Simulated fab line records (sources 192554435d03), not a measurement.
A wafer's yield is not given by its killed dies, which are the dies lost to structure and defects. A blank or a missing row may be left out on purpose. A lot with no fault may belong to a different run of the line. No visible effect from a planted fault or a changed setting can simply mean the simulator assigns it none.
fab line records	flow n5Finfet
record: lots: 5	wafers: 12	lastDay: 17
route steps=1938 shown STI_FIN_REVEAL@189 DUMMY_GATE@212 BEOL_M4@1111 PASSIVATION@1936
lots with no fault: from the same line, run without faults
startH: start of the lot's first displayed wafer, in hours after the record's first day	waitH: time in hours since the lot's previous step	" identical to the entry in the row above	L1.1+2: a row that stands for several wafers	- no value, or no start was given	* or withheld: withheld	< > ~ a bound
route shown NAME@n: a module of which the file shows steps, and the number in the route of the first	usual: mean and standard deviation over wafers with no fault	same: alike in all rows	chamber/n: place in a boat	sites: the reading at each site	_std_site: standard deviation of those values	_edge_site: inner sites' mean taken away from outer sites' mean	radiusMm: how far each site lies from the wafer's centre	mask NAME#n: copy n	behind: the last tool/chamber to shape the wafer	hold: the reason the lot was held/the length of the hold in hours/how it ended	device: which transistor (n, p or np) failed to switch	end of line: tests of these same wafers at the route's end	a step without rows: its recipe alone	killed: dies that structure and defects cost at the first sort, which is not the same as the wafer's yield	map: the dies of a wafer, with x for killed, . for not killed, _ for no die there
set.NAME: the setting as run; set.NAME@STEP: as run at that earlier step	model.NAME: the simulator's own value behind a step, which no gauge read
a table for each step, a row for each wafer; lots at some steps of the route
== steps ==
step: N5_STI_FIN_REVEAL_DENSIFY_30
recipe: tempC: *	timeS: *	ambient: N2	idleTempC: 600	rampUpCPerS: 150	rampDownCPerS: 60	coolToC: 600
step: N5_STI_FIN_REVEAL_ETCHBACK_08
recipe: chemistry: C4F6/O2	target: SiO2	targetDepthA: 305	timeS: 10.167	ionEnergyEv: 250	pressureMtorr: 30	sourceW: 345	biasW: 185	Ar_flow_sccm: 300	C4F6_flow_sccm: 10	O2_flow_sccm: 10
step: N5_STI_FIN_REVEAL_STRIP_24
recipe: chemistry: N2/H2	timeS: 90	powerW: 100	tempC: 40	pressureMtorr: 100	rfFrequencyHz: 6e+07	biasPowerW: 3	n2FlowSccm: 300	h2FlowSccm: 300
step: N5_STI_FIN_REVEAL_PRECLEAN_25
recipe: chemistry: SPM	timeS: 90	tempC: 120	mix: 4:1
step: N5_STI_FIN_REVEAL_PRECLEAN_26
recipe: chemistry: SC1	timeS: 45	tempC: 46	mix: 1:2:100
step: N5_STI_FIN_REVEAL_PRECLEAN_29
recipe: chemistry: DHF	timeS: 30	tempC: 25	dilution: 300:1
step: N5_STI_FIN_REVEAL_SRD_12
recipe: timeS: 30	tempC: 23	rinseLiquid: diw	dry: ipaMarangoni
step: N5_STI_FIN_REVEAL_RECESS_09
recipe: chemistry: HF/NH3	target: SiO2	afsCycles: 11	targetDepthA: 425	tempC: 30	sublimationTempC: 180	sublimationTimeS: 60
step: N5_STI_FIN_REVEAL_STRIP_16
recipe: chemistry: H3PO4	material: SiNx	tempC: 165	targetDepthA: 238	overetchFraction: 0.4964	dry: ipaMarangoni
step: N5_STI_FIN_REVEAL_PRECLEAN_17
recipe: chemistry: NF3:NH3	afsCycles: 1	tempC: 30	timeS: 20	sublimationTempC: 180	sublimationTimeS: 60	pressureTorr: 3	rfPowerW: 30
step: N5_STI_FIN_REVEAL_ETCH_34
recipe: chemistry: H2	mode: isotropic	material: Si	target: Si	targetDepthA: 9.7	tempC: 20	pressureMtorr: 4.5	icpW: 300	biasW: 0	h2FlowSccm: 7.5	heFlowSccm: 142.5
step: N5_STI_FIN_REVEAL_OXIDATION_31
recipe: chemistry: O2_PLASMA_REMOTE	tempC: 150	timeS: 20	pressureMtorr: 1000	sourcePowerW: 2000	o2FlowSccm: 3000
usual: drypumpMotorCurrentA: 5.88/0.27	heaterPowerW: 139/15	tempCMax: 150.9/0.34
lot.wafer	tool	chamber	startH	waitH	drypumpMotorCurrentA	heaterPowerW	rfHoursCounterH	tempCMax
L685.1	plasmaAsher-02	0	48.64	0.0	5.87	127	79	150.9
L685.5	"	0	"	"	5.91	131	-	150.9
L685.6	"	1	"	"	6.39	167	-	151.5
L694.1	plasmaAsher-01	0	104.01	0.0	5.67	132	43	150.5
L694.2	"	1	"	"	5.75	131	43	150.8
L694.6	"	1	"	"	5.78	134	-	150.6
L698.2	plasmaAsher-02	1	126.11	0.0	6.38	174	94	151.3
L698.3	"	1	"	"	6.40	168	-	151.4
L700.1	plasmaAsher-02	1	139.53	0.0	6.39	167	97	151.6
L700.3	"	0	"	"	5.95	131	-	151.0
L701.2	plasmaAsher-02	1	146.72	0.0	6.39	172	99	151.6
L701.6	"	1	"	"	6.37	168	-	151.7
step: N5_STI_FIN_REVEAL_PRECLEAN_32
recipe: chemistry: NF3:NH3	afsCycles: 1	tempC: 30	timeS: 20	sublimationTempC: 180	sublimationTimeS: 60	pressureTorr: 3	rfPowerW: 30
step: N5_STI_FIN_REVEAL_STRIP_35
recipe: chemistry: H3PO4	material: Si3N4	tempC: 165	targetDepthA: 40	timeS: 39
step: N5_STI_FIN_REVEAL_SRD_21
recipe: dry: ipaMarangoni	timeS: 30	tempC: 23	rinseLiquid: diw
step: N5_STI_FIN_REVEAL_OXIDATION_33
recipe: chemistry: O2_PLASMA_REMOTE	tempC: 150	timeS: 20	pressureMtorr: 1000	sourcePowerW: 2000	o2FlowSccm: 3000
step: N5_STI_FIN_REVEAL_CLEAN_19
recipe: chemistry: O3/DIW	tempC: 25	timeS: 120	o3Ppm: 10
step: N5_STI_FIN_REVEAL_SRD_23
recipe: dry: ipaMarangoni	timeS: 30	tempC: 23	rinseLiquid: diw
step: N5_STI_FIN_REVEAL_PRECLEAN_18
recipe: chemistry: SC2	timeS: 45	tempC: 35	mix: 1:1:50
step: N5_STI_FIN_REVEAL_SRD_28
recipe: dry: ipaMarangoni	timeS: 30	tempC: 23	rinseLiquid: diw
step: N5_DUMMY_GATE_PRECLEAN_00
recipe: chemistry: O3/DIW	timeS: 60	tempC: 22	o3Ppm: 10
step: N5_DUMMY_GATE_SRD_01
recipe: timeS: 30	tempC: 23	rinseLiquid: diw	dry: ipaMarangoni
step: N5_DUMMY_GATE_ALD_02
recipe: material: SiO2	targetThkA: 20	tempC: 300	aldPrecursorFamily: BDEAS	aldCoReactant: O2-plasma	pulseTimeS: 1	pressureTorr: 2
step: N5_DUMMY_GATE_CVD_03
recipe: material: a-Si	targetThkA: 1500	tempC: 530	precursor: SiH4	timeS: 8042
step: N5_DUMMY_GATE_PRECLEAN_46
recipe: chemistry: DIW	timeS: 89.5	tempC: 23
step: N5_DUMMY_GATE_SRD_47
recipe: dryTimeS: 32	dry: n2Spin	spinRpm: 1500
step: N5_DUMMY_GATE_CMP_04
recipe: material: a-Si	postCmpClean: alkalineBrush
step: N5_DUMMY_GATE_HM_DEP_06
recipe: material: SiNx	targetThkA: 800	precursor: DCS/NH3	tempC: 700	pressureMtorr: 300	timeS: 5141
step: N5_DUMMY_GATE_PECVD_30
recipe: material: SiO2	targetThkA: 550	tempC: 400	precursor: TEOS/O2	pressureTorr: 6.5	rfW: withheld	teosFlowSccm: withheld	gas: O2	flowSccm: 2650	timeS: 10.8
step: N5_DUMMY_GATE_COAT_34
recipe: resist: SOC	tempC: 250	timeS: 60	spinRpm: 1500	resistThkNm: 60
step: N5_DUMMY_GATE_COAT_35
recipe: resist: SiARC	tempC: 220	timeS: 60	spinRpm: 1500	resistThkNm: 10
step: N5_DUMMY_GATE_COAT_28
recipe: resist: underlayer	tempC: 205	timeS: 60	spinRpm: 1500	resistThkNm: 10
step: N5_DUMMY_GATE_COAT_09
recipe: resist: CAR-EUV	spinRpm: 1500	resistThkNm: 30
step: N5_DUMMY_GATE_EBR_11
recipe: solvent: PGMEA	ebrWidthMm: 1.5
step: N5_DUMMY_GATE_SOFTBAKE_10
recipe: tempC: 110	timeS: 60	resist: CAR-EUV
step: N5_DUMMY_GATE_EXPOSE_12
recipe: maskId: GATE	na: 0.33	sourceShape: annular	sigmaInner: 0.2	sigmaOuter: 0.6	polarization: unpolarized	targetCdNm: 25	doseMj: 34
step: N5_DUMMY_GATE_PEB_13
recipe: pebTempC: 100	pebTimeS: 60	resist: CAR-EUV
step: N5_BEOL_M4_RC_MEAS_101
usual: DIBL_N: 35.9/1.3	DIBL_P: 36.3/1.5	IOFF_N: 0.153/0.023	IOFF_N_85C: 3.0/0.39	IOFF_N_LIN: 0.072/0.0088	IOFF_N_LONG: 5.44e-05/2.4e-06	IOFF_P: 0.208/0.028	IOFF_P_85C: 3.6/0.41	IOFF_P_LIN: 0.099/0.011	ION_N: 672/9.7	ION_P: 462/6.6	REXT_N: 75.3/1.4	SS_N: 71.5/0.53	SS_P: 73.3/0.59	VT_N: 250.4/2.7	VT_N_LONG: 275.5/1.8	VT_N_LVT: 99/3.1	VT_P: -250.5/3
lot.wafer	tool	chamber	startH	waitH	DIBL_N[mV/V]	DIBL_P[mV/V]	IOFF_N[nA/um]	IOFF_N_85C[nA/um]	IOFF_N_LIN[nA/um]	IOFF_N_LONG[nA/um]	IOFF_P[nA/um]	IOFF_P_85C[nA/um]	IOFF_P_LIN[nA/um]	ION_N[uA/um]	ION_P[uA/um]	REXT_N[ohm.um]	SS_N[mV/dec]	SS_P[mV/dec]	VT_N[mV]	VT_N_LONG[mV]	VT_N_LVT[mV]	VT_P[mV]
L685.1	prober-02	0	193.95	0.0	33.0	34.8	0.126	2.6	0.063	5.65e-05	0.177	3.2	0.088	661	457	77.9	71.0	72.7	252.8	275.5	102	-253.0
L685.5	"	0	"	"	32.1	33.9	0.117	2.5	0.061	5.63e-05	0.175	3.1	0.088	657	457	78.9	71.2	72.4	253.0	272.4	101	-250.2
L685.6	"	0	"	"	34.4	37.3	0.152	3.1	0.075	5.61e-05	0.218	3.7	0.101	677	461	78.6	72.0	73.5	248.1	274.2	99	-248.3
L694.1	prober-01	0	243.50	0.0	35.9	35.8	0.149	3.0	0.070	5.18e-05	0.209	3.7	0.100	669	465	75.5	72.2	72.5	250.2	274.7	99	-247.7
L694.2	"	0	"	"	34.1	33.1	0.124	2.5	0.058	5.3e-05	0.167	3.0	0.085	648	451	74.2	71.7	72.4	254.5	277.9	101	-255.0
L694.6	"	0	"	"	35.0	33.9	0.127	2.6	0.060	5.28e-05	0.177	3.2	0.090	655	454	74.9	71.5	72.1	253.7	274.0	102	-254.8
L698.2	prober-02	0	276.27	0.2	40.6	42.1	0.305	5.3	0.141	6.67e-05	0.392	6.0	0.185	723	497	72.2	72.3	74.8	238.6	269.6	86	-241.0
L698.3	"	0	"	"	34.6	34.8	0.129	2.6	0.062	5.36e-05	0.215	3.7	0.106	662	463	75.8	71.8	72.8	251.9	276.4	102	-249.6
L700.1	prober-01	0	279.17	0.0	38.9	41.1	0.242	4.2	0.115	6.45e-05	0.262	4.3	0.130	706	480	70.6	71.5	75.4	242.9	271.5	91	-248.3
L700.3	"	0	"	"	35.2	36.0	0.140	2.7	0.065	5.25e-05	0.176	3.1	0.087	667	455	75.4	71.5	73.7	252.1	274.0	100	-255.3
L701.2	prober-02	0	305.00	0.2	38.2	38.9	0.213	3.9	0.105	6.55e-05	0.256	4.3	0.133	693	475	70.3	71.7	75.1	244.4	268.4	91	-247.5
L701.6	"	0	"	"	36.4	36.3	0.162	3.1	0.072	5.44e-05	0.204	3.6	0.098	674	457	74.0	71.5	73.4	249.2	275.0	97	-250.0
step: N5_PASSIVATION_PROBE_49
usual: defectLimitedYield: 91.1/1.5	killed_at_M0_to_M3: 35/9.5	killed_at_M4_up: 13/5.2	killedAtContacts: 12/6.1	killedAtFrontEnd: 41/14	killedAtOther: 3.8/2.9	killedDies: 105/17	killedOpen: 70/13	killedShort: 33/8.4	sort_bin_4_leakage: 0/0	sort_bin_5_function: 5.1/0.97	sort_bin_6_memory: 3.4/0.69	sortNPass: 1075/17	sortYieldPct: 91.1/1.5
same: grossDies: 1180	killedAtBackSide: 0	sort_bin_8_speed[%]: 0
lot.wafer	tool	chamber	startH	waitH	defectLimitedYield[%]	killed_at_M0_to_M3	killed_at_M4_up	killedAtContacts	killedAtFrontEnd	killedAtOther	killedDies	killedOpen	killedShort	sort_bin_4_leakage[%]	sort_bin_5_function[%]	sort_bin_6_memory[%]	sortNPass	sortYieldPct[%]
L685.1	prober-02	-	298.20	0.0	91.1	39	13	12	36	5	105	67	38	0	4.5	4.0	1075	91.1
L685.5	prober-02	-	298.40	0.2	91.4	44	8	16	30	3	101	65	34	0	5.2	3.2	1079	91.4
L685.6	prober-02	-	298.45	0.3	90.5	44	10	13	43	2	112	77	35	0	6.0	3.1	1068	90.5
L694.1	prober-01	-	354.34	0.0	91.4	26	20	9	42	4	101	68	33	0	4.7	3.6	1079	91.4
L694.2	prober-01	-	354.39	0.1	87.5	37	20	21	70	0	148	101	47	0	7.0	5.0	1032	87.5
L694.6	prober-01	-	354.59	0.3	89.8	36	13	17	52	2	120	83	35	0	5.5	4.5	1060	89.8
L698.2	prober-02	-	379.23	0.1	90.4	25	12	16	57	3	113	69	41	0.17	5.0	4.2	1065	90.3
L698.3	prober-02	-	379.28	0.1	90.9	42	15	9	33	8	107	75	32	0	4.9	4.0	1073	90.9
L700.1	prober-02	-	385.21	0.0	89.7	45	9	29	35	4	122	84	34	0	6.9	3.0	1058	89.7
L700.3	prober-02	-	385.31	0.1	89.7	57	8	14	40	2	121	71	47	0	6.0	3.7	1059	89.7
L701.2	prober-01	-	411.98	0.1	88.8	28	7	25	71	1	132	93	39	0	7.5	3.6	1048	88.8
L701.6	prober-01	-	412.18	0.3	90.3	24	12	13	64	2	115	84	31	0	6.1	3.4	1065	90.3
killed by level:class
L685.1 BEOL_M0_SAQP:geometricParticle:open=12 FIN_SAQP:geometricParticle:short=8 STI_FIN_REVEAL:geometricParticle:open=8 MOL_CONTACT_COAG:geometricParticle:open=8 BEOL_M1:geometricParticle:open=7 GATE_CUT:geometricParticle:short=6 BEOL_M0_SAQP:geometricParticle:short=5 DUMMY_GATE:geometricParticle:open=4
L685.5 MOL_CONTACT_COAG:geometricParticle:open=12 BEOL_M0_SAQP:geometricParticle:open=11 BEOL_M0_SAQP:geometricParticle:short=9 FIN_SAQP:geometricParticle:short=9 FIN_SAQP:geometricParticle:open=7 BEOL_M3:geometricParticle:open=7 BEOL_M2:geometricParticle:open=5 DUMMY_GATE:geometricParticle:open=4
L685.6 MOL_CONTACT_COAG:geometricParticle:open=12 FIN_SAQP:geometricParticle:short=11 BEOL_M2:geometricParticle:open=11 STI_FIN_REVEAL:geometricParticle:open=8 FIN_SAQP:geometricParticle:open=7 BEOL_M0_SAQP:geometricParticle:open=7 BEOL_M0:geometricParticle:open=7 BEOL_M0_SAQP:geometricParticle:short=6
L694.1 STI_FIN_REVEAL:geometricParticle:open=12 MOL_CONTACT_COAG:geometricParticle:open=8 BEOL_M0_SAQP:geometricParticle:open=8 BEOL_M0_SAQP:geometricParticle:short=8 BEOL_M4:geometricParticle:open=8 FIN_SAQP:geometricParticle:open=5 ILD0:geometricParticle:short=5 STARTING-WAFER:geometricParticle:open=5
L694.2 STI_FIN_REVEAL:geometricParticle:open=28 BEOL_M0_SAQP:geometricParticle:short=17 MOL_CONTACT_COAG:geometricParticle:open=15 BEOL_M4:geometricParticle:open=13 BEOL_M0_SAQP:geometricParticle:open=10 FIN_SAQP:geometricParticle:short=8 DUMMY_GATE:geometricParticle:open=8 MOL_CONTACT_COAG:geometricParticle:short=6
L694.6 STI_FIN_REVEAL:geometricParticle:open=18 MOL_CONTACT_COAG:geometricParticle:open=15 BEOL_M0_SAQP:geometricParticle:open=14 FIN_SAQP:geometricParticle:short=12 FIN_SAQP:geometricParticle:open=9 BEOL_M0_SAQP:geometricParticle:short=8 BEOL_M1:geometricParticle:open=7 BEOL_M4:geometricParticle:open=4
L698.2 FIN_SAQP:geometricParticle:short=16 FIN_SAQP:geometricParticle:open=14 MOL_CONTACT_COAG:geometricParticle:open=12 BEOL_M1:geometricParticle:open=7 STI_FIN_REVEAL:geometricParticle:open=6 BEOL_M3:geometricParticle:open=6 BEOL_M5:geometricParticle:open=6 GATE_CUT:geometricParticle:short=5
L698.3 BEOL_M0_SAQP:geometricParticle:open=12 STI_FIN_REVEAL:geometricParticle:open=9 MOL_CONTACT_COAG:geometricParticle:open=8 BEOL_M3:geometricParticle:short=7 BEOL_M0_SAQP:geometricParticle:short=7 BEOL_M1:geometricParticle:open=7 BEOL_M4:geometricParticle:open=7 FIN_SAQP:geometricParticle:open=5
L700.1 MOL_CONTACT_COAG:geometricParticle:open=25 BEOL_M0_SAQP:geometricParticle:short=12 FIN_SAQP:geometricParticle:short=8 BEOL_M1:geometricParticle:open=8 BEOL_M0_SAQP:geometricParticle:open=7 FIN_SAQP:geometricParticle:open=6 BEOL_M3:geometricParticle:open=6 BEOL_M2:geometricParticle:open=5
L700.3 BEOL_M0_SAQP:geometricParticle:open=15 BEOL_M0_SAQP:geometricParticle:short=10 BEOL_M1:geometricParticle:open=10 FIN_SAQP:geometricParticle:short=9 MOL_CONTACT_COAG:geometricParticle:open=8 GATE_CUT:geometricParticle:short=7 BEOL_M2:geometricParticle:open=7 FIN_SAQP:geometricParticle:open=6
L701.2 STI_FIN_REVEAL:geometricParticle:open=28 MOL_CONTACT_COAG:geometricParticle:open=19 FIN_SAQP:geometricParticle:open=12 STI_FIN_REVEAL:geometricParticle:short=8 BEOL_M0_SAQP:geometricParticle:short=7 MOL_CONTACT_COAG:geometricParticle:short=6 BEOL_M0_SAQP:geometricParticle:open=6 BEOL_M1:geometricParticle:open=6
L701.6 FIN_SAQP:geometricParticle:open=25 STI_FIN_REVEAL:geometricParticle:open=13 MOL_CONTACT_COAG:geometricParticle:open=11 FIN_SAQP:geometricParticle:short=6 BEOL_M0_SAQP:geometricParticle:short=6 BEOL_M3:geometricParticle:open=5 BEOL_M5:geometricParticle:open=5 DUMMY_GATE:geometricParticle:open=3
== key ==
firstSign: step: N5_BEOL_M4_RC_MEAS_101	reading: IOFF_N_LIN	direction: up	sigmas: 5.5	usual: 0.072	struck: 0.120
effect: step: N5_BEOL_M4_RC_MEAS_101	reading: IOFF_N_LONG	direction: up	sigmas: 4.7	usual: 5.44e-05	struck: 6.56e-05
effect: step: N5_BEOL_M4_RC_MEAS_101	reading: IOFF_P_LIN	direction: up	sigmas: 4.6	usual: 0.099	struck: 0.149
effect: step: N5_BEOL_M4_RC_MEAS_101	reading: IOFF_N	direction: up	sigmas: 4.4	usual: 0.153	struck: 0.253
effect: step: N5_BEOL_M4_RC_MEAS_101	reading: IOFF_N_85C	direction: up	sigmas: 3.8	usual: 3.0	struck: 4.5
effect: step: N5_BEOL_M4_RC_MEAS_101	reading: ION_N	direction: up	sigmas: 3.6	usual: 672	struck: 707
effect: step: N5_BEOL_M4_RC_MEAS_101	reading: IOFF_P	direction: up	sigmas: 3.4	usual: 0.208	struck: 0.303
effect: step: N5_BEOL_M4_RC_MEAS_101	reading: ION_P	direction: up	sigmas: 3.3	usual: 462	struck: 484
effect: step: N5_BEOL_M4_RC_MEAS_101	reading: VT_N_LONG	direction: down	sigmas: 3.2	usual: 275.5	struck: 269.8
effect: step: N5_BEOL_M4_RC_MEAS_101	reading: VT_N_LVT	direction: down	sigmas: 3.2	usual: 99	struck: 89
effect: step: N5_BEOL_M4_RC_MEAS_101	reading: VT_N	direction: down	sigmas: 3.1	usual: 250.4	struck: 242.0
effect: step: N5_BEOL_M4_RC_MEAS_101	reading: REXT_N	direction: down	sigmas: 3.1	usual: 75.3	struck: 71.0
metAt N5_STI_FIN_REVEAL_OXIDATION_31
struckWafers L698.2,L700.1,L701.2
onsetBetween 48.64 126.11
fault: kind: processParameterDrift	tool: plasmaAsher-02	chamber: -	onsetH: 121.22	steps: N5_STI_FIN_REVEAL_OXIDATION_31	channel: timeS	offset: *	shape: step	endH: 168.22	scope: struckWafersOnly	actsIn: *	stated: *
